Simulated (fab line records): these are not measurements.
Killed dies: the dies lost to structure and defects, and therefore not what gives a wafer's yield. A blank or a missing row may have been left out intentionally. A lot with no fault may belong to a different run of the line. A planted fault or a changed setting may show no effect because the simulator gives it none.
fab line records	flow nandHarc
[record] lots = 13	wafers = 39	lastDay = 32
route steps=1302 shown A_DECK1_JOINT@518 A_ONON_D2@556 A_CHANNEL_HOLE_D2@571 END@1302
lots that met no fault: taken from a fault-free run of the same line
startH: start of the lot's first displayed wafer, in hours after the record's first day	waitH: how many hours have passed since the lot's step before this one	" identical to the entry in the row above	L1.1+2: a single row standing in for several wafers	- no value, or no start was given	* or withheld: withheld	< > ~ a bound
route shown NAME@n: names a module that has steps shown in the file, with the first one's number in the route	usual: mean/standard deviation of fault-free wafers	same: alike in all rows	chamber/n: place in a boat	sites: the reading at each site	_std_site: standard deviation of those values	_edge_site: outer sites' mean less inner sites'	radiusMm: how far each site lies from the wafer's centre	mask NAME#n: copy n	behind: the last tool/chamber to shape the wafer	hold: why the lot was held/for how many hours/how that ended	device: whichever transistor did not switch (one of n, p or np)	end of line: the tests these same wafers got at the end of their route	for a step that has no rows: nothing shown but its recipe	killed: not the wafer's yield, but the dies lost to structure and defects at the first sort	map: a wafer's dies, x killed, . not, _ none there
set.NAME: setting as actually run; set.NAME@STEP: the setting as run at that earlier step	model.NAME: the simulator's own value behind a step, which no gauge read
a sample of lots followed through the steps of the route, with each step as a table and each wafer as a row
services: a tool's chamber out of use, with start hour (startH, from the record's first day; less than 0 if before it), hours out, and reason
[[steps]]
[step NHARC_A_DECK1_JOINT_ETCHBACK_07]
[recipe] targetDepthA = 1050	timeS = 26.9	hbrFlowSccm = 150	rfW = 350	icpW = 350	biasW = 60	chemistry = HBr
[usual] drypumpMotorCurrentA = 5.8/0.35	oesProductAu = 0.999/0.0089	throttleValvePct = 23.266/0.0089
lot.wafer	tool	chamber	startH	waitH	drypumpMotorCurrentA	oesProductAu	rfHoursCounterH	throttleValvePct
L282.2	rieSi-06	0	237.71	0.1	5.8	0.992	1.1	23.261
L282.5	"	3	"	"	6.1	1.005	-	23.257
L282.6	"	0	"	"	5.8	0.998	-	23.278
L283.1	rieSi-06	3	247.30	0.1	6.1	0.997	1.2	23.250
L283.4	"	0	"	"	5.7	0.994	1.1	23.281
L283.5	"	2	"	"	5.9	1.016	-	23.262
L285.1	rieSi-06	0	264.86	0.1	5.7	0.984	0.0	23.274
L285.3	"	3	"	"	6.0	1.002	0.0	23.272
L285.6	"	1	"	"	6.7	0.984	-	23.262
L284.3	rieSi-04	0	264.87	0.1	6.0	1.008	0.7	23.262
L284.1	"	2	"	"	5.9	0.991	0.7	23.267
L284.5	"	1	"	"	5.8	0.997	-	23.266
L288.3	rieSi-04	3	286.62	0.1	6.0	0.978	0.8	23.265
L288.4	"	0	"	"	6.0	0.988	0.8	23.279
L288.5	"	2	"	"	5.9	0.990	-	23.261
L287.1	rieSi-01	1	286.62	0.1	5.1	0.990	0.5	23.267
L287.3	"	3	"	"	5.4	1.000	0.7	23.266
L287.5	"	0	"	"	5.6	0.999	-	23.263
L289.2	rieSi-01	3	302.46	0.1	5.4	0.994	0.7	23.284
L289.3	"	1	"	"	5.1	0.993	0.6	23.256
L289.5	"	3	"	"	5.4	0.997	-	23.256
L290.2	rieSi-01	2	316.44	0.1	5.7	1.023	0.8	23.261
L290.5	"	2	"	"	5.7	1.015	-	23.265
L290.6	"	3	"	"	5.4	1.008	-	23.266
L298.1	rieSi-04	3	397.82	0.1	6.0	1.004	0.2	23.274
L298.5	"	2	"	"	6.0	0.997	-	23.272
L298.6	"	3	"	"	6.0	0.994	-	23.259
L300.1	rieSi-04	3	419.24	0.1	6.0	1.004	0.4	23.267
L300.2	"	2	"	"	5.9	1.009	0.5	23.261
L300.5	"	2	"	"	5.9	1.005	-	23.258
L301.3	rieSi-04	3	426.69	0.1	6.0	1.006	0.5	23.248
L301.1	"	2	"	"	5.9	0.990	0.6	23.269
L301.4	"	3	"	"	6.0	0.995	-	23.256
L302.4	rieSi-01	1	439.32	0.1	5.1	1.009	0.4	23.273
L302.2	"	0	"	"	5.6	0.996	0.4	23.270
L302.6	"	1	"	"	5.1	0.994	-	23.273
L303.4	rieSi-06	1	442.94	0.1	6.7	1.007	0.1	23.259
L303.3	"	0	"	"	5.7	0.999	0.1	23.271
L303.5	"	1	"	"	6.7	1.000	-	23.275
[step NHARC_A_DECK1_JOINT_THK_MEAS_14]
[recipe] thkMeasGauge = ellipsometry
[usual] thkNm = 50.9/1.7
lot.wafer	tool	chamber	startH	waitH	thkNm
L282.2	filmMetro-02	-	248.27	0.2	50.3
L282.5	"	-	"	"	53.5
L282.6	"	-	"	"	51.3
L283.1	filmMetro-02	-	258.36	0.2	50.6
L283.4	"	-	"	"	50.0
L283.5	"	-	"	"	52.9
L285.1	filmMetro-01	-	275.18	0.2	49.9
L285.3	"	-	"	"	51.3
L285.6	"	-	"	"	51.6
L284.1	filmMetro-02	-	275.18	0.2	51.5
L284.3	"	-	"	"	51.0
L284.5	"	-	"	"	49.5
L287.1	filmMetro-01	-	297.12	0.2	49.7
L287.3	"	-	"	"	48.8
L287.5	"	-	"	"	51.9
L288.3	filmMetro-02	-	297.13	0.2	54.3
L288.4	"	-	"	"	51.4
L288.5	"	-	"	"	52.6
L289.2	filmMetro-01	-	314.24	0.2	51.8
L289.3	"	-	"	"	51.9
L289.5	"	-	"	"	50.8
L290.2	filmMetro-02	-	327.37	0.2	50.3
L290.5	"	-	"	"	51.8
L290.6	"	-	"	"	49.0
L298.1	filmMetro-01	-	408.39	0.2	51.6
L298.5	"	-	"	"	50.1
L298.6	"	-	"	"	49.1
L300.1	filmMetro-02	-	431.73	0.2	52.5
L300.2	"	-	"	"	51.5
L300.5	"	-	"	"	50.6
L301.1	filmMetro-02	-	437.26	0.2	53.4
L301.3	"	-	"	"	53.7
L301.4	"	-	"	"	50.8
L302.2	filmMetro-01	-	449.73	0.2	50.2
L302.4	"	-	"	"	52.7
L302.6	"	-	"	"	51.5
L303.3	filmMetro-02	-	453.45	0.2	49.5
L303.4	"	-	"	"	51.6
L303.5	"	-	"	"	49.0
[step NHARC_A_ONON_D2_DEP_16]
[recipe] targetThkA = 10000	n2FlowSccm = 2750	n2oFlowSccm = 2000	nh3FlowSccm = 500	sih4FlowSccm = 210	tempC = 400
[usual] n2oFlowSccm = 1999/6.4	susceptorTempC = 400.00/0.21
lot.wafer	tool	chamber	startH	waitH	n2oFlowSccm	susceptorTempC
L283.1	pecvdOnon-03	0	289.95	0.4	2005	399.69
L283.4	"	0	"	"	1997	399.64
L283.5	"	0	"	"	2003	399.82
L282.2	pecvdOnon-02	0	290.00	0.4	2006	400.35
L282.5	"	0	"	"	2006	400.17
L282.6	"	0	"	"	1999	399.95
L285.1	pecvdOnon-02	0	314.97	0.4	1998	399.98
L285.3	"	0	"	"	2002	400.17
L285.6	"	0	"	"	2005	399.88
L284.1	pecvdOnon-03	0	315.31	0.7	2005	400.15
L284.3	"	0	"	"	2006	400.08
L284.5	"	0	"	"	2014	399.95
L287.1	pecvdOnon-01	0	335.30	0.4	1993	400.12
L287.3	"	0	"	"	2000	400.36
L287.5	"	0	"	"	2003	400.09
L288.3	pecvdOnon-02	0	335.43	0.5	1996	399.82
L288.4	"	0	"	"	1993	399.74
L288.5	"	0	"	"	1996	399.83
L289.2	pecvdOnon-02	0	350.47	0.4	1995	400.12
L289.3	"	0	"	"	2001	399.73
L289.5	"	0	"	"	1997	400.03
L290.2	pecvdOnon-01	0	363.55	0.4	2003	400.02
L290.5	"	0	"	"	1999	400.03
L290.6	"	0	"	"	1997	400.11
L298.1	pecvdOnon-02	0	440.59	0.4	1989	400.08
L298.5	"	0	"	"	1988	400.07
L298.6	"	0	"	"	2000	400.21
L300.1	pecvdOnon-01	0	464.80	0.4	1997	400.08
L300.2	"	0	"	"	1994	399.94
L300.5	"	0	"	"	2000	399.63
L301.1	pecvdOnon-02	0	470.64	0.4	2002	400.28
L301.3	"	0	"	"	2008	400.28
L301.4	"	0	"	"	1996	400.01
L302.2	pecvdOnon-02	0	483.32	0.4	1988	399.66
L302.4	"	0	"	"	1995	400.11
L302.6	"	0	"	"	1985	400.04
L303.3	pecvdOnon-01	0	483.38	0.5	1990	400.09
L303.4	"	0	"	"	1987	400.31
L303.5	"	0	"	"	2002	400.07
[step NHARC_A_ONON_D2_THK_MEAS_18]
[recipe] thkMeasGauge = ellipsometry
[usual] thkNm = 998/9.2
lot.wafer	tool	chamber	startH	waitH	thkNm
L282.2	filmMetro-02	-	290.45	-	1002
L282.5	"	-	"	"	1002
L282.6	"	-	"	"	1001
L283.1	filmMetro-01	-	290.46	-	998
L283.4	"	-	"	"	997
L283.5	"	-	"	"	998
L285.1	filmMetro-01	-	315.48	-	979
L285.3	"	-	"	"	977
L285.6	"	-	"	"	977
L284.1	filmMetro-01	-	315.82	-	993
L284.3	"	-	"	"	991
L284.5	"	-	"	"	993
L287.1	filmMetro-01	-	335.80	-	1013
L287.3	"	-	"	"	1012
L287.5	"	-	"	"	1011
L288.3	filmMetro-02	-	335.83	-	1001
L288.4	"	-	"	"	1003
L288.5	"	-	"	"	1003
L289.2	filmMetro-01	-	350.91	-	997
L289.3	"	-	"	"	998
L289.5	"	-	"	"	998
L290.2	filmMetro-01	-	364.00	-	1012
L290.5	"	-	"	"	1012
L290.6	"	-	"	"	1011
L298.1	filmMetro-01	-	441.10	-	1532
L298.5	"	-	"	"	1530
L298.6	"	-	"	"	1530
L300.1	filmMetro-01	-	465.31	-	986
L300.2	"	-	"	"	987
L300.5	"	-	"	"	987
L301.1	filmMetro-02	-	471.15	-	1551
L301.3	"	-	"	"	1551
L301.4	"	-	"	"	1550
L303.3	filmMetro-01	-	483.78	-	1004
L303.4	"	-	"	"	1004
L303.5	"	-	"	"	1006
L302.2	filmMetro-02	-	483.78	-	1534
L302.4	"	-	"	"	1534
L302.6	"	-	"	"	1534
[step NHARC_A_CHANNEL_HOLE_D2_DEP_01]
[recipe] targetThkA = 1400	targetThkNm = 140	tempC = 400	pressureTorr = 3.5	flowSccm = 200	rfW = 350	material = SiON
[usual] heaterPowerW = 742/63	susceptorTempC = 400.02/0.19
lot.wafer	tool	chamber	startH	waitH	heaterPowerW	susceptorTempC
L283.1	pecvd-02	2	296.53	1.6	795	399.94
L283.4	"	2	"	"	805	400.39
L283.5	"	0	"	"	681	399.74
L282.2	pecvd-03	0	297.05	1.3	769	399.74
L282.5	"	2	"	"	833	400.07
L282.6	"	0	"	"	783	399.88
L285.1	pecvd-02	2	320.85	1.6	772	400.03
L285.3	"	2	"	"	778	400.31
L285.6	"	2	"	"	798	399.99
L284.1	pecvd-02	2	321.57	1.6	831	399.99
L284.3	"	0	"	"	710	400.12
L284.5	"	0	"	"	713	399.81
L288.3	pecvd-02	1	342.16	1.0	596	400.08
L288.4	"	1	"	"	622	400.38
L288.5	"	0	"	"	626	399.96
L287.3	pecvd-03	1	342.30	1.0	738	399.98
L287.1	"	0	"	"	849	400.34
L287.5	"	1	"	"	758	400.13
L289.3	pecvd-03	1	355.75	1.0	819	400.26
L289.2	"	0	"	"	738	399.96
L289.5	"	2	"	"	760	400.02
L290.2	pecvd-02	1	368.86	1.4	595	399.95
L290.5	"	2	"	"	772	400.13
L290.6	"	1	"	"	619	400.13
L300.2	pecvd-02	1	470.17	1.3	684	399.75
L300.1	"	2	"	"	707	399.65
L300.5	"	1	"	"	694	399.72
L303.3	pecvd-01	1	488.86	1.0	784	399.65
L303.4	"	1	"	"	780	399.84
L303.5	"	0	"	"	774	399.93
[step NHARC_END_SORT_01]
[recipe] tempC = 25
[usual] killedAtArray = 57/18	killedAtOther = 0.9/1.3	killedAtPeriphery = 3.5/2.2	killedDies = 62/18	killedOpen = 3.0/1.7	killedShort = 2.3/1.5
[same] grossDies = 677
lot.wafer	tool	chamber	startH	waitH	killedAtArray	killedAtOther	killedAtPeriphery	killedDies	killedOpen	killedShort
L282.2	prober-01	0	570.72	2.8	74	0	6	80	5	3
L282.5	prober-01	0	573.13	3.7	95	1	3	99	5	9
L282.6	prober-01	0	573.94	4.0	69	0	2	71	2	0
L289.2	prober-01	0	644.56	2.8	47	3	4	54	1	2
L289.3	prober-01	0	645.37	3.1	40	1	4	45	5	1
L289.5	prober-01	0	646.97	3.7	52	3	2	57	1	3
L298.1	prober-01	0	714.15	2.5	672	1	4	677	3	0
L298.5	prober-01	0	717.36	3.7	671	0	6	677	6	1
L298.6	prober-01	0	718.16	4.0	670	1	6	677	4	5
L301.1	prober-02	0	740.72	2.4	675	1	1	677	4	2
L301.3	prober-02	0	742.32	3.1	674	2	1	677	3	4
L301.4	prober-02	0	743.12	3.4	673	1	3	677	0	1
L303.3	prober-01	0	763.38	3.1	75	1	3	79	2	5
L303.4	prober-01	0	764.17	3.3	66	1	3	70	4	2
L303.5	prober-01	0	764.95	3.6	53	1	2	56	3	3
L302.2	prober-02	0	765.72	2.7	671	0	6	677	1	3
L302.4	prober-02	0	767.32	3.4	675	0	2	677	1	3
L302.6	prober-02	0	768.92	4.0	672	0	5	677	2	1
// killed by level:class
L282.2 A_CHANNEL_HOLE_D2:chamberFilmFlake=34 A_CHANNEL_HOLE_D1:chamberFilmFlake=28 P_M1:chamberFilmFlake=4 A_CHANNEL_FILL_D2:geometricParticle:open=2 A_WL_FILL:chamberFilmFlake=2 P_M0:geometricParticle:open=1 A_SOURCE_PLATE:geometricParticle:short=1 A_ONON_D1:geometricParticle:short=1
L282.5 A_CHANNEL_HOLE_D2:chamberFilmFlake=39 A_CHANNEL_HOLE_D1:chamberFilmFlake=33 A_CONTACT:unspecified=5 A_CHANNEL_HOLE_D1:geometricParticle:short=2 A_WL_FILL:geometricParticle:short=2 A_M0:geometricParticle:short=2 P_GATE:chamberFilmFlake=2 P_CONTACT:geometricParticle:open=1
L282.6 A_CHANNEL_HOLE_D1:chamberFilmFlake=31 A_CHANNEL_HOLE_D2:chamberFilmFlake=31 A_STAIRCASE:chamberFilmFlake=3 A_ONON_D1:geometricParticle:open=1 A_CHANNEL_FILL_D2:geometricParticle:open=1 P_ZERO_WELL:chamberFilmFlake=1 P_M1:chamberFilmFlake=1 A_CHANNEL_FILL_D2:chamberFilmFlake=1
L289.2 A_CHANNEL_HOLE_D2:chamberFilmFlake=30 A_CONTACT:chamberFilmFlake=5 A_CHANNEL_HOLE_D1:chamberFilmFlake=4 A_STAIRCASE:chamberFilmFlake=3 THIN_TSV:chamberFilmFlake=3 P_CONTACT:geometricParticle:short=1 A_ONON_D1:geometricParticle:short=1 A_WL_FILL:geometricParticle:open=1
L289.3 A_CHANNEL_HOLE_D2:chamberFilmFlake=28 A_CHANNEL_HOLE_D1:chamberFilmFlake=5 P_M0:geometricParticle:open=2 A_CONTACT:chamberFilmFlake=2 A_ONON_D1:geometricParticle:open=1 A_CHANNEL_FILL_D1:geometricParticle:short=1 A_SGD_CUT:geometricParticle:open=1 A_M1:geometricParticle:open=1
L289.5 A_CHANNEL_HOLE_D2:chamberFilmFlake=33 A_WL_FILL:chamberFilmFlake=5 A_CHANNEL_HOLE_D1:chamberFilmFlake=4 A_STAIRCASE:chamberFilmFlake=3 THIN_TSV:chamberFilmFlake=3 A_CONTACT:chamberFilmFlake=2 A_CHANNEL_FILL_D1:geometricParticle:short=1 A_CHANNEL_FILL_D2:geometricParticle:short=1
L298.1 A_ONON_D2:areaDep=626 A_CHANNEL_HOLE_D2:chamberFilmFlake=22 A_SLIT:chamberFilmFlake=15 A_STAIRCASE:chamberFilmFlake=3 A_CONTACT:chamberFilmFlake=3 P_GATE:chamberFilmFlake=2 P_CONTACT:geometricParticle:open=1 A_SOURCE_PLATE:geometricParticle:open=1
L298.5 A_ONON_D2:areaDep=621 A_SLIT:chamberFilmFlake=22 A_CHANNEL_HOLE_D2:chamberFilmFlake=11 A_CHANNEL_HOLE_D1:chamberFilmFlake=5 A_CONTACT:chamberFilmFlake=5 P_GATE:chamberFilmFlake=3 P_CONTACT:geometricParticle:open=2 A_ONON_D1:geometricParticle:open=1
L298.6 A_ONON_D2:areaDep=611 A_SLIT:chamberFilmFlake=24 A_CHANNEL_HOLE_D2:chamberFilmFlake=18 A_CONTACT:chamberFilmFlake=5 A_CHANNEL_HOLE_D1:chamberFilmFlake=4 P_GATE:chamberFilmFlake=3 P_GATE:geometricParticle:open=1 P_M0:geometricParticle:open=1
L301.1 A_ONON_D2:areaDep=613 A_CHANNEL_HOLE_D1:chamberFilmFlake=22 A_CHANNEL_HOLE_D2:chamberFilmFlake=21 A_M1:chamberFilmFlake=5 A_STAIRCASE:chamberFilmFlake=4 A_SLIT:chamberFilmFlake=3 A_CHANNEL_FILL_D1:geometricParticle:short=1 A_ONON_D2:geometricParticle:open=1
L301.3 A_ONON_D2:areaDep=612 A_CHANNEL_HOLE_D1:chamberFilmFlake=25 A_CHANNEL_HOLE_D2:chamberFilmFlake=19 A_M1:chamberFilmFlake=4 A_CHANNEL_FILL_D1:geometricParticle:open=2 A_WL_FILL:geometricParticle:short=2 A_SLIT:chamberFilmFlake=2 A_STAIRCASE:chamberFilmFlake=2
L301.4 A_ONON_D2:areaDep=604 A_CHANNEL_HOLE_D1:chamberFilmFlake=34 A_CHANNEL_HOLE_D2:chamberFilmFlake=19 A_STAIRCASE:chamberFilmFlake=5 A_M1:chamberFilmFlake=4 A_SLIT:chamberFilmFlake=3 P_ZERO_WELL:chamberFilmFlake=2 A_CONTACT:chamberFilmFlake=2
L303.3 A_CHANNEL_HOLE_D2:chamberFilmFlake=29 A_CHANNEL_HOLE_D1:chamberFilmFlake=13 A_STAIRCASE:chamberFilmFlake=8 A_CONTACT:chamberFilmFlake=6 A_SLIT:chamberFilmFlake=5 A_M1:chamberFilmFlake=3 A_CHANNEL_FILL_D1:chamberFilmFlake=2 A_DECK1_JOINT:chamberFilmFlake=2
L303.4 A_CHANNEL_HOLE_D2:chamberFilmFlake=21 A_CHANNEL_HOLE_D1:chamberFilmFlake=10 A_SLIT:chamberFilmFlake=10 A_STAIRCASE:chamberFilmFlake=9 A_CONTACT:chamberFilmFlake=7 A_CHANNEL_FILL_D1:chamberFilmFlake=2 P_M0:geometricParticle:open=1 A_CHANNEL_FILL_D1:geometricParticle:open=1
L303.5 A_CHANNEL_HOLE_D2:chamberFilmFlake=23 A_CHANNEL_HOLE_D1:chamberFilmFlake=8 A_STAIRCASE:chamberFilmFlake=7 A_SLIT:chamberFilmFlake=7 A_CONTACT:chamberFilmFlake=3 P_M1:geometricParticle:open=1 A_ONON_D2:geometricParticle:short=1 A_CHANNEL_FILL_D2:geometricParticle:short=1
L302.2 A_ONON_D2:areaDep=625 A_CHANNEL_HOLE_D1:chamberFilmFlake=18 A_CONTACT:chamberFilmFlake=12 A_STAIRCASE:chamberFilmFlake=5 P_M1:chamberFilmFlake=3 A_SLIT:chamberFilmFlake=3 A_CHANNEL_FILL_D1:chamberFilmFlake=2 A_SGD_CUT:chamberFilmFlake=2
L302.4 A_ONON_D2:areaDep=634 A_CONTACT:chamberFilmFlake=15 A_CHANNEL_HOLE_D1:chamberFilmFlake=9 A_SLIT:chamberFilmFlake=6 A_STAIRCASE:chamberFilmFlake=3 P_M1:chamberFilmFlake=2 A_CHANNEL_FILL_D1:chamberFilmFlake=2 A_ONON_D1:geometricParticle:open=1
L302.6 A_ONON_D2:areaDep=626 A_SLIT:chamberFilmFlake=14 A_CHANNEL_HOLE_D1:chamberFilmFlake=13 A_CONTACT:chamberFilmFlake=7 A_BONDPAD:chamberFilmFlake=2 P_GATE:chamberFilmFlake=2 P_M1:chamberFilmFlake=2 A_STAIRCASE:chamberFilmFlake=2
[[services]]
tool	chamber	startH	hours	kind
pecvd-03	-	215.17	0.6	repair
rieSi-01	0	218.95	4.8	repair
pecvd-02	-	227.00	13.0	pm
pecvd-03	2	230.81	5.9	repair
pecvdOnon-02	-	235.24	0.5	repair
rieSi-06	-	249.00	9.0	pm
pecvdOnon-01	-	269.00	13.0	pm
rieSi-04	2	283.65	1.2	repair
pecvd-02	1	293.06	29.3	repair
pecvd-03	1	293.31	4.6	repair
rieSi-06	3	320.18	8.4	repair
rieSi-01	2	320.28	3.4	repair
rieSi-01	3	323.81	6.0	repair
rieSi-04	-	342.00	9.0	pm
pecvd-03	-	366.08	13.0	pm
pecvdOnon-02	-	366.09	13.0	pm
rieSi-01	-	370.00	9.0	pm
pecvd-02	2	399.58	5.7	repair
pecvd-02	-	408.13	13.0	pm
rieSi-04	0	418.57	57.2	repair
rieSi-06	-	426.08	9.0	pm
rieSi-01	3	447.90	1.7	repair
pecvdOnon-01	-	450.00	13.0	pm
rieSi-04	1	472.30	6.8	repair
[[key]]
[firstSign] step = NHARC_A_ONON_D2_THK_MEAS_18	reading = thkNm	direction = up	sigmas = 58	usual = 998	struck = 1538
[effect] step = NHARC_END_SORT_01	reading = killedDies	direction = up	sigmas = 35	usual = 62	struck = 677
[moreKillsBornAt] NHARC_A_ONON_D2_DEP_16@pecvdOnon-02 = 5572
metAt NHARC_A_ONON_D2_DEP_16
struckLots L298,L301,L302
laterRowsLeftOut L298.1,L298.5,L298.6,L301.1,L301.3,L301.4,L302.2,L302.4,L302.6
testerLeftOut L298,L301,L302
notActingAt NHARC_A_DECK1_JOINT_ETCHBACK_07,NHARC_A_DECK1_JOINT_THK_MEAS_14,NHARC_A_CHANNEL_HOLE_D2_DEP_01
onsetBetween 350.47 440.59
[fault] kind = processParameterDrift	tool = pecvdOnon-02	chamber = -	onsetH = 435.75	steps = NHARC_A_ONON_D2_DEP_16	channel = targetThkA	offset = *	shape = step	endH = 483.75	actsIn = *	stated = *
// testerLeftOut: of these lots the tester's yield and bins aren't shown, on N5 and GAA mostly nor the transistor test; their killed dies are dies lost to structure and defects alone, not to doping, threshold or leakage, so they don't give the yield
// laterRowsLeftOut: the simulator's readings of these wafers behind a module that went badly wrong aren't trusted and aren't shown, but for the sort
